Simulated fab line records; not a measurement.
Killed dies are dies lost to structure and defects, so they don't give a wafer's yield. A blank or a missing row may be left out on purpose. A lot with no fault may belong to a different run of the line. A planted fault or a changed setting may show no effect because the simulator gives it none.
Split-lot experiment    flow n5 finfet    21 wafers read across 7 lots, on a route 1938 steps long

== SPLIT DETAILS ==
At N5_BEOL_M1_COAT_67 (time 60 s, resist thk 60 nm), the setting spin rpm was moved away from the recipe's 1500 rpm on 5 of the 21 wafers read, by -8.5% to +9.8%. For the rest of the wafers, this setting stayed at what the recipe calls for.

== FROM THE SPLIT TO THE READING: what the file shows between them, 8 steps ==
- N5_BEOL_M1_COAT_76: time 60 s, resist thk 5 nm (also split here: time s)
- N5_BEOL_M1_COAT_22: resist thk 30 nm
- N5_BEOL_M1_EBR_24
- N5_BEOL_M1_ALD_98: deposits SiO2, target thk 2.5 nm, pulse time 1 s, co reactant pulse time 1 s
- N5_BEOL_M1_ETCHBACK_99: etches SiO2 in CHF3, target depth 5 nm, time 10.4 s
- N5_BEOL_M1_ETCH_70: etches SOC in N2/H2, target depth 80 nm, overetch 16 nm, time 120 s
- N5_BEOL_M1_STRIP_71: strips in N2/H2
- N5_BEOL_M1_STRIP_78: strips in N2/H2

== THE READING ==
SOC_of_BEOL_M1_COAT_67.thk nm (the simulator's own value, which no gauge read), in nm, at N5_BEOL_M1_VIA_ETCH_34 (etches the open film in C4F6/O2, target depth 67.8 nm, time 64.4 s). The file does not state a usual value for it. Here, 16 wafers ran the recipe; their average is 52.0 nm with a standard deviation of 0.18 nm.

wafer   tool, chamber at the split  spin rpm as run, rpm  against the recipe  SOC_of_BEOL_M1_COAT_67.thk nm, nm  against lot-mates on the recipe
L082.1  litho track-02, 0           1500                  recipe              52.2                               -
L082.2  litho track-02, 0           1372                  -8.5%               54.8                               +2.6
L082.3  litho track-02, 0           1372                  -8.5%               54.8                               +2.6
L083.4  litho track-02, 0           1500                  recipe              51.6                               -
L083.5  litho track-02, 0           1500                  recipe              52.2                               -
L083.6  litho track-02, 0           1500                  recipe              52                                 -
L087.2  litho track-02, 0           1500                  recipe              52.4                               -
L087.5  litho track-02, 0           1631                  +8.7%               49.6                               -2.8
L087.6  litho track-02, 0           1631                  +8.7%               49.8                               -2.6
L088.2  litho track-02, 0           1500                  recipe              52.2                               -
L088.6  litho track-02, 0           1500                  recipe              52.2                               -
L088.5  litho track-02, 0           1500                  recipe              52                                 -
L089.1  litho track-01, 0           1500                  recipe              52                                 -
L089.5  litho track-01, 0           1500                  recipe              52                                 -
L089.6  litho track-01, 0           1500                  recipe              52                                 -
L093.1  litho track-01, 0           1500                  recipe              52                                 -
L093.5  litho track-01, 0           1500                  recipe              52                                 -
L093.3  litho track-01, 0           1500                  recipe              51.8                               -
L094.1  litho track-02, 0           1647                  +9.8%               49.4                               -2.7
L094.4  litho track-02, 0           1500                  recipe              52.2                               -
L094.5  litho track-02, 0           1500                  recipe              52                                 -

FIT RESULTS
A straight line over all 21 wafers: SOC_of_BEOL_M1_COAT_67.thk nm changes by -0.29 nm for each +1% of spin rpm; r = -0.99; the points scatter about the line by 0.2 nm.
The same after taking each lot's own level away (the mean of its wafers on the recipe; 21 wafers): -0.3 nm for each +1%; r = -0.99; scatter 0.14 nm.
Per that fit: largest spin rpm move, reading shift of 2.9 nm.
Across the lots, their own levels run from 51.93 to 52.40 nm, a range of 2.6 times the standard deviation given above.
Consequently the slope shifts little with the lot-to-lot level, the two slopes agreeing.
Check: -3.01 nm against its lot-mates is what the line predicts for one of the wafers moved furthest among these (+9.8%) when that wafer is left out of the fit. It came out at -2.7 nm against them.

== ADDITIONAL SPLITS CARRIED BY THESE WAFERS ==
Note: prior to the reading, these wafers also went through further splits. Each is held against what the fit with the lots' levels taken away leaves over:
other split on the same wafers                   wafers away from the commonest value  r with SOC_of_BEOL_M1_COAT_67.thk nm (lot level and that fit taken away)
N5_MOL_CONTACT_COAG_ETCHBACK_136 target depth a  11                                    -0.41
N5_MOL_CONTACT_COAG_CVD_140 target thk a         6                                     +0.28
N5_BEOL_M0_SAQP_SPACER2_ALD_26 target thk a      8                                     +0.04
N5_BEOL_M0_SAQP_COAT_87 temp c                   7                                     +0.01
N5_BEOL_M1_COAT_76 time s                        5                                     +0.25

== THE WHOLE CHAIN: every reading that the file lists as answering this split, in the file's order ==
step                    what it does                                                         reading                                                                         change (the file's fit)                r (the file's)
N5_BEOL_M1_COAT_67      time 60 s, resist thk 60 nm                                          SOC_of_BEOL_M1_COAT_67.thk nm (the simulator's own value, which no gauge read)  -0.284 nm for each +1% of the setting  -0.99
N5_BEOL_M1_ETCH_70      etches SOC in N2/H2, target depth 80 nm, overetch 16 nm, time 120 s  etch.depth nm (the simulator's own value, which no gauge read)                  -0.291 nm for each +1% of the setting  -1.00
N5_BEOL_M1_VIA_ETCH_34  etches the open film in C4F6/O2, target depth 67.8 nm, time 64.4 s   SOC_of_BEOL_M1_COAT_67.thk nm (the simulator's own value, which no gauge read)  -0.295 nm for each +1% of the setting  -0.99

== FILE'S OWN FIT ==
SOC_of_BEOL_M1_COAT_67.thk nm changes by -0.295 nm for each +1% of spin rpm, r = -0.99.
